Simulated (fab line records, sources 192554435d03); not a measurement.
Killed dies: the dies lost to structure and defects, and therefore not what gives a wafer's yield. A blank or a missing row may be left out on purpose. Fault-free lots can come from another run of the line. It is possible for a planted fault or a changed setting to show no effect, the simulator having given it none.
Comparing a struck lot with a sound one	flow n5Finfet	14 out of 1938 route steps
Sound: the wafers L298.3, L298.4, L298.6. Struck: wafers L293.2, L293.3, L293.4. The cause is given at the end.
At each step with rows: each side's tool, then ch and its chambers, then its first start. Under that, the readings that differ: sound wafers	struck wafers	difference of the means	sigmas: that difference in standard deviations of wafers without a fault.
alike: words and numbers the same on both sides, and readings whose means are apart by under 2 such deviations; not compared: readings that were withheld, readings missing a value for some wafer, numbers with overlapping values and no deviation given by the record, and bounds like >300 which may hide the same value.
Wherever a step has rows on one side only, a row that says differs or no value, or a row with sigmas, the two part there. When numbers do not overlap yet have no deviation, they are printed without sigmas and do not part them. Lack of a reading on every wafer of one side parts them only where that side has two or more wafers.

N5_BEOL_M1_ILD_DEP_00: deposits SiOC from DEMS/O2, target thk 79 nm, time 15.3 s.
  sound on pecvd-03 ch 0,2, day 10 13:14; struck on pecvd-02 ch 0,1,2, day 9 09:02
  alike: heaterPowerW, showerheadPlenumPTorr, showerheadVppV, throttleValvePct
N5_BEOL_M1_THK_MEAS_01:
  sound on filmMetro-01 at day 10 13:18; struck on filmMetro-02 at day 9 09:06
  alike: M1_ILD_THK
N5_BEOL_M1_PECVD_72: deposits SiO2 from TEOS/O2, target thk 16 nm, time 18 s.
  sound on pecvd-01 ch 0,1, day 10 13:21; struck on pecvd-01 ch 0,1,2, day 9 09:08
  alike: heaterPowerW, showerheadPlenumPTorr, showerheadVppV, throttleValvePct
N5_BEOL_M1_HM_DEP_02: deposits TiN, target thk 20 nm.
  sound on pvdSputter-02 at day 10 16:28; struck on pvdSputter-02 at day 9 10:43
  alike: throttleValvePct
then, 8 steps without rows for these wafers: N5_BEOL_M1_COAT_61 (time 60 s, resist thk 60 nm); N5_BEOL_M1_COAT_62 (time 60 s, resist thk 12 nm); N5_BEOL_M1_COAT_73 (time 60 s, resist thk 5 nm); N5_BEOL_M1_COAT_05 (resist thk 30 nm); N5_BEOL_M1_EBR_07; N5_BEOL_M1_SOFTBAKE_06 (time 60 s); N5_BEOL_M1_EXPOSE_08 (exposes mask M1); N5_BEOL_M1_PEB_09 (peb time 60 s).
N5_BEOL_M1_DEVELOP_10: develop time 30 s.
  struck on lithoTrack-01, day 9 11:10; sound on lithoTrack-03 ch 0, day 10 16:56
  no value came back on the struck wafers for chillPlateTempC (C), developTimeS (s); on the sound wafers chillPlateTempC (C) reads 22.95 22.97 22.99
reading	sound	struck	difference	sigmas
model.CAR-EUV_of_BEOL_M1_COAT_05.thkNm (nm)	29.6 29.6 29.6	30 30 29.8	+0	
N5_BEOL_M1_CD_MEAS_11: the cd target is 17.05 nm.
  sound on cdSem-03 ch 0, day 10 16:59; struck on cdSem-01 ch 0, day 9 11:13
reading	sound	struck	difference	sigmas
cdNm (nm)	16.77 16.76 16.53	- - -	no value on the struck wafers	

WHERE THEY PART
At N5_BEOL_M1_DEVELOP_10 first; at N5_BEOL_M1_CD_MEAS_11 last (within this record only).

WHY: what the simulator had put in
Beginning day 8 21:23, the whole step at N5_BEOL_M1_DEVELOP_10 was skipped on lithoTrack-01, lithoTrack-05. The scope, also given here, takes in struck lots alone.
